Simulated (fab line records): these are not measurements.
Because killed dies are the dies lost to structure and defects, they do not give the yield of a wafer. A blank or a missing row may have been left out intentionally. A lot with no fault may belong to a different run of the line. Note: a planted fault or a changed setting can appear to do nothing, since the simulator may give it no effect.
Which of the tools did it?	flow nand_harc	12 lots with 36 wafers sampled at 6 steps, on a route of 1159 steps

== WHAT THE GAUGES SHOWED, per wafer ==
NHARC_A_START_INSPECT_01.
lot	measured	on	raw_defect_count
L075	day 6 08:14	defect_inspect-01	3 7 4
L077	day 7 06:35	defect_inspect-02	3 6 5
L078	day 7 21:56	defect_inspect-02	7 8 3
L081	day 8 11:25	defect_inspect-02	4 4 3
L083	day 8 19:16	defect_inspect-02	7 2 7
L087	day 9 22:04	defect_inspect-02	4 2 3
L085	day 9 22:58	defect_inspect-01	4 3 2
L089	day 10 08:47	defect_inspect-01	1 6 4
L090	day 10 20:41	defect_inspect-02	6 7 4
L093	day 11 06:06	defect_inspect-01	2 2 2
L096	day 11 16:28	defect_inspect-02	4 3 2
L097	day 12 04:25	defect_inspect-02	5 1 3

== WHICH TOOL RAN EACH LOT (tool, then ch and the chambers of the sampled wafers, then the start) ==
lot	NHARC_P_M1_STRIP_18	NHARC_P_M1_ETCH_28	NHARC_P_M1_DEGAS_29	NHARC_P_M1_PVD_21	NHARC_P_M2_STRIP_18
L075	rie_diel-05 ch 0,2, day 5 20:58	rie_diel-05 ch 1,2,3, day 5 21:37 or earlier	pvd_sputter-02, day 5 21:37	pvd_sputter-02, day 6 00:59 or earlier	rie_diel-04 ch 1,2,3, day 6 00:59
L077	rie_diel-06 ch 1,2,3, day 6 19:02	rie_diel-06 ch 1,2,3, day 6 19:40 or earlier	pvd_sputter-02, day 6 19:40	pvd_sputter-02, day 6 23:08 or earlier	rie_diel-11 ch 0,1,2, day 6 23:08
L078	rie_diel-10 ch 0,1, day 7 09:50	rie_diel-10 ch 2,3, day 7 10:29 or earlier	pvd_sputter-01, day 7 10:29	pvd_sputter-01, day 7 14:15 or earlier	rie_diel-11 ch 0,1, day 7 14:15
L081	rie_diel-06 ch 0,2,3, day 8 00:07	rie_diel-06 ch 0,1, day 8 00:42 or earlier	pvd_sputter-02, day 8 00:42	pvd_sputter-02, day 8 04:08 or earlier	rie_diel-11 ch 2,3, day 8 04:08
L083	rie_diel-10 ch 0,2,3, day 8 07:46	rie_diel-10 ch 0,1,2, day 8 08:22 or earlier	pvd_sputter-01, day 8 08:22	pvd_sputter-01, day 8 11:53 or earlier	rie_diel-04 ch 1,2,3, day 8 11:53
L087	rie_diel-05 ch 1,2,3, day 9 10:19	rie_diel-05 ch 0,2,3, day 9 10:58 or earlier	pvd_sputter-03, day 9 10:58	pvd_sputter-03, day 9 14:39 or earlier	rie_diel-04 ch 0,1,3, day 9 14:39
L085	rie_diel-05 ch 0,2, day 9 10:55	rie_diel-05 ch 0,2,3, day 9 11:32 or earlier	pvd_sputter-01, day 9 11:32	pvd_sputter-01, day 9 15:39 or earlier	rie_diel-11 ch 1,2,3, day 9 15:39
L089	rie_diel-06 ch 0,1,3, day 9 21:24	rie_diel-06 ch 2,3, day 9 21:59 or earlier	pvd_sputter-02, day 9 21:59	pvd_sputter-01, day 9 22:15	rie_diel-04 ch 0,3, day 10 01:38
L090	rie_diel-05 ch 0,2, day 10 09:11	rie_diel-05 ch 1,3, day 10 09:51 or earlier	pvd_sputter-03, day 10 09:51	pvd_sputter-03, day 10 13:24 or earlier	rie_diel-11 ch 1,2, day 10 13:24
L093	rie_diel-10 ch 2,3, day 10 18:50	rie_diel-10 ch 0,1,2, day 10 19:29 or earlier	pvd_sputter-01, day 10 19:29	pvd_sputter-01, day 10 23:04 or earlier	rie_diel-11 ch 1,2,3, day 10 23:04
L096	rie_diel-05 ch 0,1,2, day 11 05:02	rie_diel-05 ch 0,2,3, day 11 05:38 or earlier	pvd_sputter-03, day 11 05:38	pvd_sputter-03, day 11 09:10 or earlier	rie_diel-04 ch 1,3, day 11 09:10
L097	rie_diel-05 ch 2,3, day 11 17:10	rie_diel-05 ch 0,2,3, day 11 17:48 or earlier	pvd_sputter-01, day 11 17:48	pvd_sputter-01, day 11 21:16 or earlier	rie_diel-04 ch 2,3, day 11 21:16
- NHARC_P_M1_STRIP_18: strips in N2/H2.
- NHARC_P_M1_ETCH_28: etches the open film in CF4/N2, target depth 30 nm, time 72.99 s.
- NHARC_P_M1_DEGAS_29: time 60 s.
- NHARC_P_M1_PVD_21: deposits Cu, target thk 30 nm, time 20.49 s.
- NHARC_P_M2_STRIP_18: strips in N2/H2.

== THE ANSWER, worked out from the rows above alone ==
Rule: usual is defined by the lots themselves. Put in order of their means at a reading, lots are off if they are a third of the lots or fewer, leave a main group of 4 or more, and stand apart from it by a gap of 3 or more times the standard deviation of the main group's means; of several such gaps the widest counts. The tables above print the reading to a certain number of digits; a main group whose means all agree to those digits is not used. A lot without any number at a reading at which 4 lots or more have one is off too. Where the step has rows for the other lots, those lots are counted as sound.
No lot is off at any reading shown: from this, nothing can be told.

== WHAT THE SIMULATOR HAD PUT IN ==
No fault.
